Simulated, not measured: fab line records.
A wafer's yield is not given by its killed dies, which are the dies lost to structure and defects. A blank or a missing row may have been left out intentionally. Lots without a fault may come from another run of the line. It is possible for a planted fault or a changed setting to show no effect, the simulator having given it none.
A single fault, viewed from 2 desks :: flow n5-finfet :: only its own numbers are on each desk; what lay behind them is given at the end

## FOR THE TOOL OWNER'S DESK: cvd-co-01
The tool's own readings at N5_BEOL_M4_CO_CAP_55 (material Co, precursor CCTBA/H2, target thk 2 nm, time 102.1 s): means of the sampled wafers that have a number, for each lot that ran on this tool. A lot is out of limits, marked OUT, if its mean lies more than 4 standard deviations from the usual mean; the brackets give that distance.
Columns: A = heater-power-w at N5_BEOL_M4_CO_CAP_55, usual 235 W; B = run-length-s at N5_BEOL_M4_CO_CAP_55, usual 125.2 s
lot: L944
first seen here: day 8 02:31
A: 237
B: 125.2

lot: L946
first seen here: day 8 16:25
A: 236
B: 125.3

lot: L949
first seen here: day 9 08:16
A: 242
B: 125.3

lot: L950
first seen here: day 10 03:33
A: 239
B: 125.2

lot: L951
first seen here: day 11 13:28
A: 242
B: 146.9 (+64) OUT

lot: L953
first seen here: day 11 20:53
A: 240
B: 146.9 (+64) OUT

lot: L956
first seen here: day 11 21:01
A: 243
B: 146.8 (+63) OUT
Finding of this desk: L951, L953, L956 out of limits; the first was L951 at day 11 13:28, on run-length-s at N5_BEOL_M4_CO_CAP_55. L944, L946, L949, L950: within limits.

## METROLOGY DESK
Means of the sampled wafers that have a number, per lot and without regard to the tool the lot ran on: this is what the gauges read. A lot is out of limits, marked OUT, if its mean lies more than 4 standard deviations from the usual mean; the brackets give that distance. It has 10 readings; the 7 that lie furthest out on some lot are the ones shown.
Columns: A = DIBL_N at N5_BEOL_M4_RC_MEAS_101, usual 36.3 mV/V; B = DIBL_P at N5_BEOL_M4_RC_MEAS_101, usual 36.3 mV/V; C = IOFF_N at N5_BEOL_M4_RC_MEAS_101, usual 0.16 nA/um; D = IOFF_P at N5_BEOL_M4_RC_MEAS_101, usual 0.21 nA/um; E = SS_N at N5_BEOL_M4_RC_MEAS_101, usual 71.6 mV/dec; F = SS_P at N5_BEOL_M4_RC_MEAS_101, usual 73.3 mV/dec; G = VT_N at N5_BEOL_M4_RC_MEAS_101, usual 250 mV
lot: L944
first seen here: day 8 03:04
A: 35.4
B: 35.4
C: 0.14
D: 0.20
E: 71.6
F: 72.9
G: 252

lot: L945
first seen here: day 8 07:41
A: 32.4
B: 31.6
C: 0.10
D: 0.15
E: 70.0
F: 72.0
G: 257

lot: L946
first seen here: day 8 16:58
A: 33.8
B: 32.7
C: 0.12
D: 0.15
E: 70.9
F: 72.9
G: 254

lot: L949
first seen here: day 9 08:29
A: 35.9
B: 36.8
C: 0.16
D: 0.21
E: 71.3
F: 73.2
G: 249

lot: L950
first seen here: day 10 03:58
A: 32.8
B: 33.0
C: 0.13
D: 0.18
E: 71.2
F: 72.7
G: 254

lot: L951
first seen here: day 11 13:41
A: 35.5
B: 34.8
C: 0.15
D: 0.22
E: 71.9
F: 72.3
G: 252

lot: L954
first seen here: day 11 15:45
A: 36.2
B: 37.6
C: 0.17
D: 0.22
E: 71.8
F: 73.3
G: 247

lot: L956
first seen here: day 11 21:16
A: 38.0
B: 40.0
C: 0.20
D: 0.26
E: 72.8
F: 74.1
G: 249

lot: L953
first seen here: day 11 21:16
A: 36.8
B: 37.2
C: 0.16
D: 0.22
E: 71.3
F: 73.4
G: 252

lot: L959
first seen here: day 13 14:58
A: 36.6
B: 37.7
C: 0.16
D: 0.22
E: 71.3
F: 73.1
G: 249

lot: L966
first seen here: day 14 14:23
A: 36.7
B: 37.0
C: 0.19
D: 0.22
E: 71.9
F: 73.0
G: 246
This desk found nothing out of limits on any of the 11 lots.

## BROUGHT TOGETHER
At day 11 13:28, on L951, L953, L956, the tool owner's desk was in a position to raise an alarm.
Nothing out of limits was seen by the metrology desk.
The metrology desk has L951, L953, L956 on record, within its limits.
Of the lots named, all ran N5_BEOL_M4_CO_CAP_55 on cvd-co-01.

## WHAT THE SIMULATOR PUT IN
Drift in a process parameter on cvd-co-01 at N5_BEOL_M4_CO_CAP_55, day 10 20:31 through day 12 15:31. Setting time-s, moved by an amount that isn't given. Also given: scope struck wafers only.
Shown lots that were struck: L951, L953, L956.
How many hours passed from the start of the fault until each desk's first out-of-limits reading: the tool owner's desk, 17.
